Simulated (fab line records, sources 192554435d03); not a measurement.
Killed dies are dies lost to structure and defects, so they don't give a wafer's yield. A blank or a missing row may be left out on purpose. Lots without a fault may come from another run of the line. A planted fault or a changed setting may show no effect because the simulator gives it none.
fab line records | flow n5_finfet
record lots=23 wafers=69 last_day=19
route steps=1938 shown FIN_SAQP@94
lots that met no fault: from a run of the same line without faults
start_h: hours from the record's first day to the start of the lot's first wafer shown | wait_h: hours since the lot's step before | " the same as in the row above | L1.1+2: a row that stands for several wafers | - no value, or no start given | * or withheld: withheld | < > ~ a bound
route shown NAME@n: a module of which the file shows steps, and the number in the route of the first | usual: mean/standard deviation of fault-free wafers | same: alike in all rows | chamber/n: place in a boat | sites: the reading at each site | _std_site: their standard deviation | _edge_site: outer sites' mean less inner sites' | radius_mm: how far each site lies from the wafer's centre | mask NAME#n: copy n | behind: the tool/chamber that last shaped the wafer | hold: why the lot was held/for how many hours/how that ended | device: the transistor (n, p or np) that didn't switch | end of line: the same wafers' tests at the end of the route | a step without rows: its recipe alone | killed: dies lost to structure and defects at the first sort, not the wafer's yield | map: a wafer's dies, x killed, . not, _ none there
set.NAME: the setting as run; set.NAME@STEP: as run at that earlier step | model.NAME: the simulator's own value behind a step, which no gauge read
steps of the route over a sample of lots; a table a step, a row a wafer
services: from which hour (start_h, from the record's first day; less than 0 if before it) a tool's chamber was out of use, for how many hours, and why
## steps
# step N5_FIN_SAQP_ALD_61
# recipe material=SiO2 target_thk_a=40 temp_c=300 ald_precursor_family=BDEAS ald_co_reactant=O2-plasma pulse_time_s=1 purge_time_s=2 co_reactant_purge_time_s=2 ald_cycles=43 pressure_torr=2
# usual heater_power_w=465/55 precursor_pulse_height_rel=1.000/0.02
# same pulse_time_s=1
# columns lot.wafer tool chamber start_h wait_h heater_power_w precursor_pulse_height_rel
L074.2 ald_sin-01 2 22.64 0.0 472 1.014
L074.3 " 1 " " 491 1.024
L074.6 " 1 " " 507 0.988
L075.2 ald_sin-01 0 26.74 0.0 541 0.964
L075.3 " 3 " " 560 1.011
L075.5 " 0 " " 543 0.979
L077.3 ald_sin-01 0 38.81 0.0 531 1.015
L077.5 " 3 " " 565 1.003
L077.6 " 2 " " 479 0.987
L078.1 ald_sin-03 0 47.41 0.0 455 1.013
L078.2 " 2 " " 464 0.988
L078.3 " 3 " " 420 0.980
L079.2 ald_sin-01 0 50.55 0.2 536 1.010
L079.4 " 2 " " 466 0.997
L079.6 " 1 " " 498 1.013
L080.1 ald_sin-01 3 57.97 1.9 568 1.015
L080.2 " 1 " " 511 0.985
L080.6 " 0 " " 527 0.977
L081.2 ald_sin-02 3 62.04 0.0 455 1.018
L081.3 " 0 " " 382 0.983
L081.5 " 0 " " 381 1.006
L082.4 ald_sin-02 1 68.66 0.0 425 1.022
L082.5 " 1 " " 426 0.973
L082.6 " 0 " " 380 0.993
L083.2 ald_sin-03 3 74.81 0.5 416 0.984
L083.3 " 1 " " 558 0.986
L083.5 " 1 " " 557 0.985
L084.1 ald_sin-03 3 80.37 0.0 408 0.973
L084.4 " 1 " " 573 0.984
L084.6 " 3 " " 409 0.975
L085.2 ald_sin-02 1 86.48 0.2 431 1.032
L085.3 " 2 " " 415 0.990
L085.6 " 2 " " 399 0.989
L086.2 ald_sin-02 3 93.07 1.0 463 1.001
L086.3 " 1 " " 426 1.031
L086.4 " 2 " " 389 0.971
L087.1 ald_sin-02 3 98.28 0.3 462 0.967
L087.2 " 1 " " 429 1.016
L087.6 " 2 " " 414 0.979
L088.2 ald_sin-03 1 105.36 1.5 553 0.995
L088.5 " 0 " " 461 0.983
L088.6 " 3 " " 430 1.002
L089.2 ald_sin-03 2 110.84 0.6 462 0.979
L089.4 " 1 " " 573 0.991
L089.5 " 3 " " 432 1.028
L090.2 ald_sin-02 2 116.92 0.0 411 1.012
L090.3 " 0 " " 383 1.028
L090.4 " 3 " " 461 0.994
L091.3 ald_sin-01 0 123.82 0.5 529 0.977
L091.4 " 2 " " 474 1.006
L091.6 " 3 " " 544 0.947
L092.4 ald_sin-02 1 129.58 0.8 427 0.995
L092.5 " 1 " " 425 0.969
L092.6 " 0 " " 381 1.022
L093.1 ald_sin-01 1 135.92 1.1 506 0.987
L093.2 " 0 " " 520 0.980
L093.4 " 2 " " 479 1.007
L094.1 ald_sin-03 2 141.09 0.3 463 0.977
L094.2 " 3 " " 430 1.008
L094.3 " 0 " " 461 0.997
L095.1 ald_sin-02 2 146.40 0.0 414 0.984
L095.4 " 1 " " 436 0.984
L095.5 " 2 " " 400 0.947
L096.3 ald_sin-02 2 153.50 0.0 405 1.022
L096.5 " 2 " " 408 1.003
L096.6 " 1 " " 440 1.002
L097.1 ald_sin-01 1 158.77 0.0 512 1.016
L097.5 " 2 " " 467 1.027
L097.6 " 0 " " 520 1.030
# step N5_FIN_SAQP_INSPECT_18
# recipe mode=adi inspect_instrument=brightfield
# usual raw_defect_count=397/110
# columns lot.wafer tool chamber start_h wait_h raw_defect_count
L074.2 defect_inspect-02 - 23.99 0.0 430
L074.3 " - " " 277
L074.6 " - " " 252
L075.2 defect_inspect-01 - 27.90 0.0 356
L075.3 " - " " 458
L075.5 " - " " 484
L077.3 defect_inspect-01 - 40.10 0.0 339
L077.5 " - " " 325
L077.6 " - " " 336
L078.1 defect_inspect-02 - 48.73 0.0 422
L078.2 " - " " 320
L078.3 " - " " 450
L079.2 defect_inspect-02 - 51.90 0.0 284
L079.4 " - " " 288
L079.6 " - " " 287
L080.1 defect_inspect-02 - 59.19 0.0 430
L080.2 " - " " 304
L080.6 " - " " 396
L081.2 defect_inspect-02 - 63.40 0.0 489
L081.3 " - " " 410
L081.5 " - " " 525
L082.4 defect_inspect-02 - 70.04 0.0 579
L082.5 " - " " 359
L082.6 " - " " 347
L083.2 defect_inspect-01 - 75.99 0.0 318
L083.3 " - " " 474
L083.5 " - " " 511
L084.1 defect_inspect-02 - 81.61 0.0 577
L084.4 " - " " 466
L084.6 " - " " 515
L085.2 defect_inspect-02 - 87.79 0.0 410
L085.3 " - " " 401
L085.6 " - " " 672
L086.2 defect_inspect-02 - 94.27 0.0 322
L086.3 " - " " 332
L086.4 " - " " 349
L087.1 defect_inspect-02 - 99.74 0.0 637
L087.2 " - " " 421
L087.6 " - " " 821
L088.2 defect_inspect-02 - 107.49 0.0 520
L088.5 " - " " 336
L088.6 " - " " 412
L089.2 defect_inspect-01 - 112.17 0.0 552
L089.4 " - " " 274
L089.5 " - " " 461
L090.2 defect_inspect-02 - 118.24 0.0 364
L090.3 " - " " 389
L090.4 " - " " 481
L091.3 defect_inspect-02 - 125.05 0.0 365
L091.4 " - " " 393
L091.6 " - " " 373
L092.4 defect_inspect-02 - 131.17 0.0 253
L092.5 " - " " 420
L092.6 " - " " 315
L093.1 defect_inspect-02 - 137.09 0.0 357
L093.2 " - " " 481
L093.4 " - " " 541
L094.1 defect_inspect-01 - 142.35 0.0 259
L094.2 " - " " 249
L094.3 " - " " 271
L095.1 defect_inspect-01 - 147.54 0.0 260
L095.4 " - " " 271
L095.5 " - " " 216
L096.3 defect_inspect-01 - 154.73 0.0 456
L096.5 " - " " 297
L096.6 " - " " 412
L097.1 defect_inspect-01 - 160.15 0.0 419
L097.5 " - " " 356
L097.6 " - " " 360
# step N5_FIN_SAQP_ETCH_57
# recipe chemistry=CH3F/O2 target=SiNx mask_material=SiO2 target_depth_a=325 time_s=46.4 pressure_mtorr=30 source_w=395 bias_w=73 Ar_flow_sccm=150 CH3F_flow_sccm=30 O2_flow_sccm=20 ion_energy_ev=120 ends=cleared
# usual CH3F_flow_sccm=29.99/0.1 drypump_motor_current_A=5.72/0.27 etch_rf_on_time_s=46.5/1.2 oes_f_703_au=0.77/0.097 oes_product_au=0.66/0.091 rf_vpp_V=298/5.3 showerhead_plenum_p_Torr=2.02/0.07 throttle_valve_pct=16.35/0.27
# columns lot.wafer tool chamber start_h wait_h CH3F_flow_sccm drypump_motor_current_A etch_rf_on_time_s oes_f_703_au oes_product_au rf_hours_counter_h rf_vpp_V showerhead_plenum_p_Torr throttle_valve_pct
L074.2 rie_diel-05 2 26.08 0.0 30.07 6.16 45.5 0.93 0.79 13 294 2.04 16.33
L074.3 " 0 " " 29.91 5.56 47.5 0.84 0.72 53 298 2.03 15.92
L074.6 " 0 " " 29.94 5.56 46.8 0.85 0.72 - 298 2.03 15.92
L075.2 rie_diel-04 1 29.98 0.0 30.04 6.02 48.8 0.70 0.58 211 298 2.05 16.58
L075.3 " 2 " " 29.97 5.44 45.7 0.74 0.61 163 293 1.91 16.71
L075.5 " 0 " " 30.02 5.42 48.5 0.71 0.61 - 302 2.00 16.26
L077.3 rie_diel-05 1 43.21 0.2 29.97 5.80 46.3 0.70 0.60 227 298 2.06 16.20
L077.5 " 1 " " 30.05 5.79 46.4 0.70 0.59 - 297 2.06 16.21
L077.6 " 0 " " 29.90 5.58 46.2 0.84 0.71 - 298 2.02 15.93
L078.1 rie_diel-04 2 50.87 0.1 30.06 5.44 45.8 0.73 0.62 174 294 1.91 16.73
L078.2 " 0 " " 29.99 5.44 46.0 0.70 0.62 186 302 2.00 16.27
L078.3 " 1 " " 29.86 6.01 46.2 0.69 0.57 220 296 2.05 16.59
L079.2 rie_diel-04 2 54.22 0.0 29.89 5.46 46.2 0.73 0.62 174 294 1.91 16.73
L079.4 " 2 " " 30.00 5.46 47.4 0.73 0.61 - 293 1.91 16.74
L079.6 " 0 " " 29.82 5.41 46.8 0.70 0.61 - 302 2.00 16.29
L080.1 rie_diel-04 3 61.33 0.0 30.09 6.02 43.6 0.95 0.84 1 309 2.15 16.21
L080.2 " 1 " " 30.01 6.03 46.6 0.69 0.57 223 297 2.05 16.58
L080.6 " 0 " " 29.99 5.41 47.2 0.70 0.61 - 302 2.00 16.27
L081.2 rie_diel-04 2 65.55 0.0 29.90 5.45 44.8 0.72 0.61 179 295 1.91 16.74
L081.3 " 1 " " 29.98 6.05 46.5 0.69 0.58 224 297 2.05 16.59
L081.5 " 1 " " 30.05 6.03 47.5 0.69 0.58 - 297 2.05 16.59
L082.4 rie_diel-04 1 72.92 0.0 30.21 6.03 47.8 0.69 0.57 228 297 2.05 16.61
L082.5 " 1 " " 30.20 6.06 47.3 0.68 0.57 - 297 2.05 16.61
L082.6 " 0 " " 30.03 5.39 47.7 0.70 0.60 - 301 1.99 16.30
L083.2 rie_diel-04 0 78.34 0.0 29.85 5.43 47.4 0.70 0.60 195 303 1.99 16.28
L083.3 " 3 " " 30.02 6.01 44.3 0.93 0.82 8 309 2.14 16.23
L083.5 " 3 " " 30.00 6.02 44.5 0.93 0.83 - 310 2.14 16.22
L084.1 rie_diel-06 2 84.64 0.0 30.13 5.75 44.9 0.95 0.81 6 309 2.15 15.95
L084.4 " 1 " " 29.96 5.59 45.3 0.89 0.76 44 303 1.97 16.08
L084.6 " 0 " " 29.86 5.59 45.3 0.88 0.78 - 296 2.13 16.26
L085.2 rie_diel-05 3 92.65 0.0 30.00 5.93 46.6 0.70 0.60 220 288 1.99 16.62
L085.3 " 2 " " 29.92 6.15 45.2 0.87 0.76 38 293 2.03 16.40
L085.6 " 1 " " 29.94 5.83 47.6 0.69 0.59 - 298 2.05 16.22
L086.2 rie_diel-04 2 96.88 0.1 29.81 5.46 46.3 0.71 0.61 190 295 1.91 16.76
L086.3 " 0 " " 30.08 5.43 46.8 0.69 0.60 201 302 1.99 16.29
L086.4 " 3 " " 30.09 6.02 45.1 0.90 0.80 15 309 2.14 16.24
L087.1 rie_diel-05 1 102.09 0.1 30.17 5.80 44.5 0.69 0.59 245 297 2.05 16.24
L087.2 " 0 " " 30.07 5.55 46.4 0.80 0.69 84 298 2.02 15.98
L087.6 " 1 " " 29.94 5.81 46.8 0.69 0.58 - 297 2.05 16.24
L088.2 rie_diel-06 2 111.44 0.2 29.92 5.75 45.0 0.93 0.80 15 308 2.15 15.97
L088.5 " 3 " " 30.06 5.27 45.6 0.74 0.60 - 292 2.07 16.26
L088.6 " 2 " " 29.96 5.76 45.0 0.92 0.80 - 309 2.15 15.98
L089.2 rie_diel-04 2 114.46 0.0 30.01 5.45 47.0 0.71 0.60 195 294 1.90 16.78
L089.4 " 1 " " 30.06 6.06 48.1 0.67 0.56 241 298 2.04 16.62
L089.5 " 2 " " 30.14 5.44 47.6 0.71 0.59 - 295 1.90 16.78
L090.2 rie_diel-04 2 120.77 0.3 29.88 5.44 45.8 0.71 0.60 198 294 1.90 16.78
L090.3 " 3 " " 29.77 6.01 43.2 0.88 0.79 22 310 2.14 16.26
L090.4 " 0 " " 30.00 5.41 47.0 0.69 0.59 210 301 1.99 16.32
L091.3 rie_diel-04 2 127.79 0.1 30.00 5.46 47.1 0.71 0.60 201 294 1.90 16.79
L091.4 " 3 " " 29.91 6.03 46.4 0.88 0.77 25 310 2.14 16.27
L091.6 " 1 " " 29.97 6.03 48.2 0.67 0.57 - 296 2.04 16.63
L092.4 rie_diel-06 1 133.30 0.0 30.13 5.62 45.6 0.87 0.74 62 302 1.96 16.11
L092.5 " 3 " " 30.12 5.29 45.7 0.73 0.60 - 292 2.06 16.26
L092.6 " 0 " " 29.89 5.61 45.9 0.85 0.75 - 296 2.12 16.28
L093.1 rie_diel-05 0 139.47 0.3 29.99 5.57 46.7 0.79 0.68 101 299 2.01 16.02
L093.2 " 3 " " 29.97 5.84 46.4 0.69 0.58 240 291 1.99 16.65
L093.4 " 1 " " 29.89 5.81 48.0 0.99 0.84 0 297 2.05 15.80
L094.1 rie_diel-05 3 144.48 0.0 29.93 5.92 46.6 0.69 0.59 241 291 1.99 16.66
L094.2 " 2 " " 30.13 6.14 46.9 0.84 0.73 59 294 2.02 16.42
L094.3 " 1 " " 30.09 5.81 47.5 0.98 0.82 2 297 2.05 15.78
L095.1 rie_diel-06 3 150.08 0.2 29.77 5.24 44.3 0.72 0.60 242 292 2.06 16.27
L095.4 " 0 " " 30.04 5.57 46.1 0.84 0.74 43 297 2.12 16.30
L095.5 " 0 " " 30.06 5.58 45.2 0.84 0.75 - 297 2.12 16.30
L096.3 rie_diel-05 1 157.69 0.1 30.01 5.78 46.8 0.95 0.81 6 297 2.05 15.78
L096.5 " 0 " " 29.95 5.59 47.3 0.78 0.67 - 297 2.01 16.03
L096.6 " 1 " " 30.17 5.80 47.0 0.96 0.81 - 296 2.05 15.78
L097.1 rie_diel-04 1 162.51 0.0 30.02 6.06 46.7 0.97 0.83 4 297 2.04 16.12
L097.5 " 2 " " 30.00 5.46 48.6 0.70 0.59 - 294 1.90 16.82
L097.6 " 1 " " 30.02 6.00 46.6 0.97 0.82 - 297 2.04 16.12
# step N5_FIN_SAQP_ETCH_65
# recipe chemistry=CF4 target=SiO2 target_depth_a=40 ion_energy_ev=350 time_s=4.4 pressure_mtorr=10 icp_w=800 bias_w=400 cf4_flow_sccm=80
# usual drypump_motor_current_A=6.0/0.52 oes_product_au=0.992/0.02 throttle_valve_pct=21.83/0.28
# columns lot.wafer tool chamber start_h wait_h drypump_motor_current_A oes_product_au rf_hours_counter_h throttle_valve_pct
L074.2 rie_si-04 3 26.19 0.1 6.0 0.984 175 22.26
L074.3 " 0 " " 4.8 0.986 86 21.80
L074.6 " 2 " " 5.8 1.016 - 21.91
L075.2 rie_si-06 0 30.09 0.1 6.5 1.008 88 21.85
L075.3 " 2 " " 6.4 0.993 7 21.47
L075.5 " 1 " " 6.4 0.979 - 21.92
L077.3 rie_si-02 2 43.31 0.1 5.6 1.010 97 21.48
L077.5 " 3 " " 6.7 1.003 - 21.59
L077.6 " 1 " " 6.2 0.948 - 22.12
L078.1 rie_si-06 3 50.98 0.1 6.0 1.006 33 21.45
L078.2 " 2 " " 6.4 0.999 8 21.46
L078.3 " 1 " " 6.4 0.983 63 21.91
L079.2 rie_si-06 1 54.32 0.1 6.4 0.985 63 21.90
L079.4 " 3 " " 6.0 1.008 33 21.43
L079.6 " 2 " " 6.3 0.993 - 21.47
L080.1 rie_si-06 0 61.44 0.1 6.5 1.013 88 21.84
L080.2 " 3 " " 6.0 1.019 33 21.46
L080.6 " 3 " " 6.0 1.007 - 21.45
L081.2 rie_si-04 3 65.65 0.1 6.0 0.972 175 22.24
L081.3 " 0 " " 4.8 0.979 86 21.80
L081.5 " 2 " " 5.8 1.025 - 21.94
L082.4 rie_si-06 2 73.03 0.1 6.3 0.997 8 21.48
L082.5 " 0 " " 6.5 0.999 - 21.86
L082.6 " 1 " " 6.4 0.972 - 21.90
L083.2 rie_si-04 3 78.45 0.1 6.0 0.971 176 22.26
L083.3 " 0 " " 4.8 0.967 87 21.80
L083.5 " 3 " " 6.0 0.971 - 22.24
L084.1 rie_si-04 2 84.75 0.1 5.8 1.018 115 21.92
L084.4 " 3 " " 6.0 0.980 176 22.26
L084.6 " 3 " " 6.0 0.976 - 22.25
L085.2 rie_si-02 0 92.76 0.1 5.7 0.997 1 21.78
L085.3 " 2 " " 5.6 1.011 98 21.47
L085.6 " 1 " " 6.2 0.950 - 22.14
L086.2 rie_si-04 2 96.99 0.1 5.8 1.021 115 21.93
L086.3 " 0 " " 4.8 0.970 87 21.79
L086.4 " 3 " " 6.0 0.965 176 22.26
L087.1 rie_si-04 3 102.20 0.1 6.0 0.977 176 22.27
L087.2 " 1 " " 5.4 0.993 18 22.24
L087.6 " 3 " " 6.0 0.981 - 22.26
L088.2 rie_si-02 3 111.54 0.1 6.7 0.995 98 21.59
L088.5 " 0 " " 5.7 0.998 - 21.78
L088.6 " 3 " " 6.7 1.000 - 21.61
L089.2 rie_si-04 1 114.57 0.1 5.4 0.985 18 22.23
L089.4 " 2 " " 5.8 1.005 115 21.92
L089.5 " 0 " " 4.8 0.964 - 21.79
L090.2 rie_si-06 3 120.88 0.1 6.0 1.017 34 21.44
L090.3 " 0 " " 6.5 0.989 89 21.85
L090.4 " 2 " " 6.3 1.000 9 21.45
L091.3 rie_si-02 1 127.90 0.1 6.3 0.947 49 22.14
L091.4 " 0 " " 5.7 0.984 2 21.76
L091.6 " 1 " " 6.3 0.946 - 22.13
L092.4 rie_si-04 3 133.41 0.1 6.0 0.983 177 22.26
L092.5 " 2 " " 5.8 1.036 - 21.92
L092.6 " 3 " " 6.0 0.993 - 22.26
L093.1 rie_si-02 2 139.58 0.1 5.6 1.009 99 21.47
L093.2 " 3 " " 6.7 1.006 99 21.59
L093.4 " 1 " " 6.3 0.944 49 22.15
L094.1 rie_si-06 3 144.58 0.1 6.0 1.020 35 21.46
L094.2 " 2 " " 6.3 0.985 9 21.47
L094.3 " 0 " " 6.5 1.013 90 21.86
L095.1 rie_si-06 1 150.19 0.1 6.4 0.978 65 21.90
L095.4 " 0 " " 6.5 1.001 90 21.86
L095.5 " 1 " " 6.4 0.980 - 21.91
L096.3 rie_si-06 0 157.80 0.1 6.5 1.008 90 21.86
L096.5 " 2 " " 6.3 0.993 - 21.46
L096.6 " 1 " " 6.4 0.972 - 21.90
L097.1 rie_si-06 3 162.62 0.1 6.0 1.010 35 21.44
L097.5 " 2 " " 6.4 0.993 - 21.47
L097.6 " 1 " " 6.4 0.979 - 21.90
# step N5_FIN_SAQP_SPACER2_ALD_28
# recipe material=SiO2 target_thk_a=81 temp_c=300 ald_precursor_family=BDEAS ald_co_reactant=O2-plasma pulse_time_s=1 purge_time_s=2 co_reactant_purge_time_s=2 pressure_torr=2
# usual heater_power_w=467/58 precursor_pulse_height_rel=1.001/0.018
# same pulse_time_s=1
# columns lot.wafer tool chamber start_h wait_h heater_power_w precursor_pulse_height_rel
L074.2 ald_sin-02 2 27.05 0.1 398 1.011
L074.3 " 1 " " 420 0.976
L074.6 " 3 " " 457 0.998
L075.2 ald_sin-02 1 31.55 0.7 425 1.024
L075.3 " 2 " " 401 1.006
L075.5 " 1 " " 416 1.011
L077.3 ald_sin-03 3 44.18 0.1 415 1.016
L077.5 " 1 " " 578 1.016
L077.6 " 2 " " 453 1.023
L078.1 ald_sin-02 3 51.84 0.1 455 1.015
L078.2 " 2 " " 407 0.990
L078.3 " 0 " " 380 1.019
L079.2 ald_sin-01 3 57.57 2.5 563 0.977
L079.4 " 1 " " 516 0.970
L079.6 " 2 " " 452 1.018
L080.1 ald_sin-02 0 62.55 0.2 378 0.990
L080.2 " 3 " " 460 1.025
L080.6 " 0 " " 378 0.989
L081.2 ald_sin-02 1 66.59 0.1 424 1.016
L081.3 " 0 " " 373 0.986
L081.5 " 3 " " 469 0.983
L082.4 ald_sin-01 3 74.31 0.4 564 1.001
L082.5 " 3 " " 562 0.993
L082.6 " 0 " " 539 0.978
L083.2 ald_sin-02 2 79.53 0.3 405 1.010
L083.3 " 0 " " 385 0.992
L083.5 " 1 " " 424 1.012
L084.1 ald_sin-02 0 85.75 0.2 387 0.995
L084.4 " 1 " " 433 1.021
L084.6 " 0 " " 378 1.034
L085.2 ald_sin-03 2 94.61 1.1 461 1.000
L085.3 " 1 " " 554 1.022
L085.6 " 0 " " 452 0.983
L086.2 ald_sin-02 3 97.97 0.2 471 0.974
L086.3 " 0 " " 380 1.006
L086.4 " 1 " " 434 1.009
L087.1 ald_sin-01 2 104.72 1.7 462 0.998
L087.2 " 0 " " 502 0.999
L087.6 " 0 " " 525 1.006
L088.2 ald_sin-01 1 112.41 0.1 515 1.007
L088.5 " 3 " " 555 1.001
L088.6 " 0 " " 522 0.974
L089.2 ald_sin-03 0 115.54 0.2 457 1.003
L089.4 " 3 " " 426 0.998
L089.5 " 0 " " 453 0.986
L090.2 ald_sin-01 0 122.35 0.6 526 1.003
L090.3 " 3 " " 549 0.975
L090.4 " 1 " " 504 1.020
L091.3 ald_sin-02 1 129.28 0.6 431 0.980
L091.4 " 3 " " 450 1.023
L091.6 " 2 " " 404 1.000
L092.4 ald_sin-01 0 135.14 0.9 520 0.986
L092.5 " 1 " " 532 1.011
L092.6 " 2 " " 489 0.997
L093.1 ald_sin-01 2 140.82 0.5 472 0.982
L093.2 " 0 " " 512 0.988
L093.4 " 3 " " 546 0.958
L094.1 ald_sin-02 3 145.65 0.1 458 0.966
L094.2 " 2 " " 403 1.026
L094.3 " 1 " " 423 0.995
L095.1 ald_sin-01 0 151.22 0.1 519 0.982
L095.4 " 2 " " 480 1.023
L095.5 " 1 " " 519 1.019
L096.3 ald_sin-03 2 158.72 0.1 467 0.985
L096.5 " 2 " " 467 1.017
L096.6 " 3 " " 428 0.992
L097.1 ald_sin-03 0 163.93 0.5 444 1.011
L097.5 " 0 " " 464 1.003
L097.6 " 1 " " 562 1.032
# step N5_FIN_SAQP_ETCH_34
# recipe chemistry=C4F6/O2 target=SiO2 target_depth_a=450 time_s=15 ion_energy_ev=250 pressure_mtorr=30 source_w=345 bias_w=185 Ar_flow_sccm=300 C4F6_flow_sccm=10 O2_flow_sccm=10 ends=cleared
# usual drypump_motor_current_A=5.70/0.27 etch_rf_on_time_s=15.00/0.25 oes_f_703_au=0.79/0.089 oes_product_au=0.68/0.084 rf_vpp_V=667/13 showerhead_plenum_p_Torr=2.89/0.094 throttle_valve_pct=21.07/0.25
# columns lot.wafer tool chamber start_h wait_h drypump_motor_current_A etch_rf_on_time_s oes_f_703_au oes_product_au rf_hours_counter_h rf_vpp_V showerhead_plenum_p_Torr throttle_valve_pct
L074.2 rie_diel-05 2 27.69 0.0 6.15 14.75 0.92 0.81 13 658 2.90 21.16
L074.3 " 3 " " 5.82 15.27 0.71 0.61 200 651 2.85 21.34
L074.6 " 0 " " 5.56 15.01 0.85 0.72 - 667 2.88 20.63
L075.2 rie_diel-05 0 32.19 0.0 5.58 15.02 0.85 0.73 55 667 2.88 20.63
L075.3 " 3 " " 5.87 15.23 0.71 0.60 202 649 2.85 21.36
L075.5 " 0 " " 5.56 15.03 0.85 0.73 - 666 2.88 20.63
L077.3 rie_diel-04 0 44.96 0.0 5.50 15.22 0.70 0.61 - 677 2.84 20.98
L077.5 " 2 " " 5.45 15.18 0.72 0.61 - 659 2.73 21.48
L077.6 " 0 " " 5.47 15.38 0.70 0.61 - 677 2.84 20.98
L078.1 rie_diel-05 3 52.48 0.0 5.90 15.11 0.71 0.61 204 650 2.85 21.35
L078.2 " 2 " " 6.14 14.89 0.90 0.78 22 658 2.90 21.16
L078.3 " 0 " " 5.59 15.12 0.84 0.71 66 666 2.88 20.65
L079.2 rie_diel-06 3 58.66 0.0 5.28 14.80 0.73 0.61 211 654 2.95 20.94
L079.4 " 1 " " 5.62 14.84 0.91 0.77 - 678 2.80 20.85
L079.6 " 3 " " 5.27 14.84 0.73 0.61 - 655 2.95 20.93
L080.1 rie_diel-04 0 63.34 0.0 5.45 15.16 0.70 0.60 189 678 2.84 21.00
L080.2 " 3 " " 6.02 14.46 0.95 0.85 2 695 3.04 21.04
L080.6 " 1 " " 6.06 15.22 0.68 0.58 - 665 2.91 21.30
L081.2 rie_diel-04 2 67.32 0.0 5.46 14.90 0.73 0.61 179 657 2.72 21.51
L081.3 " 0 " " 5.44 15.28 0.69 0.60 191 678 2.84 21.01
L081.5 " 0 " " 5.43 15.24 0.70 0.61 - 676 2.84 21.00
L082.4 rie_diel-05 2 74.99 0.0 6.16 15.01 0.87 0.77 32 658 2.90 21.17
L082.5 " 1 " " 5.82 15.42 0.69 0.59 - 666 2.92 20.87
L082.6 " 2 " " 6.15 14.92 0.88 0.77 - 659 2.89 21.17
L083.2 rie_diel-06 2 80.22 0.0 5.77 14.89 0.95 0.82 4 691 3.05 20.75
L083.3 " 3 " " 5.27 14.78 0.72 0.61 219 655 2.94 20.95
L083.5 " 3 " " 5.27 14.89 0.73 0.60 - 655 2.94 20.97
L084.1 rie_diel-04 0 86.40 0.0 5.44 15.43 0.69 0.61 198 675 2.84 21.02
L084.4 " 2 " " 5.44 15.12 0.72 0.61 187 658 2.72 21.50
L084.6 " 0 " " 5.45 15.30 0.69 0.60 - 676 2.84 21.01
L085.2 rie_diel-04 3 95.37 0.0 6.03 14.66 0.91 0.80 14 694 3.04 21.06
L085.3 " 1 " " 6.09 15.30 0.67 0.57 234 664 2.91 21.28
L085.6 " 3 " " 6.04 14.64 0.91 0.80 - 694 3.04 21.06
L086.2 rie_diel-06 1 98.61 0.0 5.61 14.81 0.90 0.75 48 677 2.80 20.84
L086.3 " 3 " " 5.25 14.90 0.72 0.60 224 652 2.94 20.96
L086.4 " 2 " " 5.75 15.04 0.92 0.79 10 689 3.05 20.76
L087.1 rie_diel-04 0 105.37 0.0 5.43 15.26 0.69 0.60 204 676 2.83 21.02
L087.2 " 1 " " 6.06 15.33 0.68 0.58 238 664 2.91 21.29
L087.6 " 2 " " 5.47 15.06 0.71 0.60 - 657 2.72 21.51
L088.2 rie_diel-06 3 113.12 0.0 5.26 14.93 0.71 0.60 230 654 2.94 20.97
L088.5 " 1 " " 5.62 14.61 0.88 0.75 - 677 2.79 20.87
L088.6 " 2 " " 5.75 14.84 0.91 0.79 - 688 3.05 20.77
L089.2 rie_diel-04 3 116.18 0.0 6.06 14.60 0.90 0.79 20 694 3.04 21.06
L089.4 " 2 " " 5.48 14.92 0.70 0.60 196 657 2.72 21.53
L089.5 " 2 " " 5.46 15.04 0.70 0.59 - 657 2.72 21.52
L090.2 rie_diel-05 0 122.99 0.0 5.59 14.94 0.80 0.69 93 667 2.86 20.69
L090.3 " 3 " " 5.87 15.40 0.69 0.59 232 650 2.83 21.38
L090.4 " 0 " " 5.62 15.03 0.81 0.69 - 665 2.86 20.68
L091.3 rie_diel-05 3 129.98 0.0 5.87 15.27 0.69 0.59 235 650 2.83 21.39
L091.4 " 2 " " 6.15 15.00 0.84 0.74 - 658 2.89 21.22
L091.6 " 0 " " 5.60 14.93 0.80 0.68 - 666 2.86 20.70
L092.4 rie_diel-05 3 135.79 0.0 5.90 15.34 0.69 0.58 - 649 2.83 21.38
L092.5 " 0 " " 5.54 15.06 0.80 0.68 - 667 2.86 20.70
L092.6 " 2 " " 6.15 15.08 0.84 0.73 - 658 2.88 21.22
L093.1 rie_diel-06 2 141.46 0.0 5.76 14.93 0.88 0.76 26 690 3.04 20.78
L093.2 " 3 " " 5.26 14.73 0.71 0.60 239 654 2.94 20.99
L093.4 " 1 " " 5.62 14.71 0.85 0.74 65 677 2.79 20.89
L094.1 rie_diel-05 2 146.36 0.0 6.15 14.97 0.83 0.73 60 657 2.88 21.22
L094.2 " 3 " " 5.89 15.33 0.68 0.58 242 650 2.83 21.40
L094.3 " 0 " " 5.58 14.98 0.79 0.68 103 667 2.86 20.70
L095.1 rie_diel-06 2 151.86 0.0 5.76 14.91 0.88 0.76 30 691 3.04 20.79
L095.4 " 0 " " 5.62 14.95 0.83 0.73 43 663 3.00 21.06
L095.5 " 0 " " 5.64 14.80 0.83 0.75 - 664 3.00 21.07
L096.3 rie_diel-06 1 159.42 0.0 5.60 14.89 0.85 0.72 72 677 2.79 20.91
L096.5 " 2 " " 5.74 14.87 0.87 0.76 - 689 3.04 20.79
L096.6 " 3 " " 5.26 14.91 0.70 0.59 - 653 2.93 20.98
L097.1 rie_diel-06 3 164.57 0.0 5.27 14.43 0.71 0.60 247 654 2.93 20.98
L097.5 " 1 " " 5.61 14.66 0.85 0.73 - 678 2.79 20.90
L097.6 " 0 " " 5.57 14.60 0.84 0.74 - 664 3.00 21.07
## services
# columns tool chamber start_h hours kind
rie_si-06 0 -0.36 12.8 repair
rie_diel-06 0 10.03 3.8 repair
rie_diel-05 0 11.61 10.1 repair
rie_diel-06 - 19.24 2.8 pm
rie_diel-05 1 25.53 12.9 repair
rie_diel-05 2 33.92 5.1 repair
rie_diel-05 3 34.05 15.0 repair
rie_si-04 1 36.53 6.8 repair
rie_diel-04 1 43.45 2.5 repair
ald_sin-01 3 43.85 10.9 repair
rie_diel-04 - 48.49 0.8 repair
ald_sin-01 - 51.41 6.0 pm
rie_diel-05 1 51.58 5.4 repair
ald_sin-02 1 52.60 10.5 repair
ald_sin-02 2 56.36 11.4 repair
rie_si-06 - 60.23 0.9 repair
ald_sin-01 1 61.03 4.4 repair
ald_sin-01 3 76.17 3.8 repair
ald_sin-01 - 85.44 14.0 pm
rie_diel-05 3 87.35 1.4 repair
rie_si-04 1 87.74 6.0 repair
rie_si-06 3 117.93 1.1 repair
rie_diel-04 0 120.85 5.2 repair
ald_sin-03 - 126.49 14.6 pm
## key
fault none
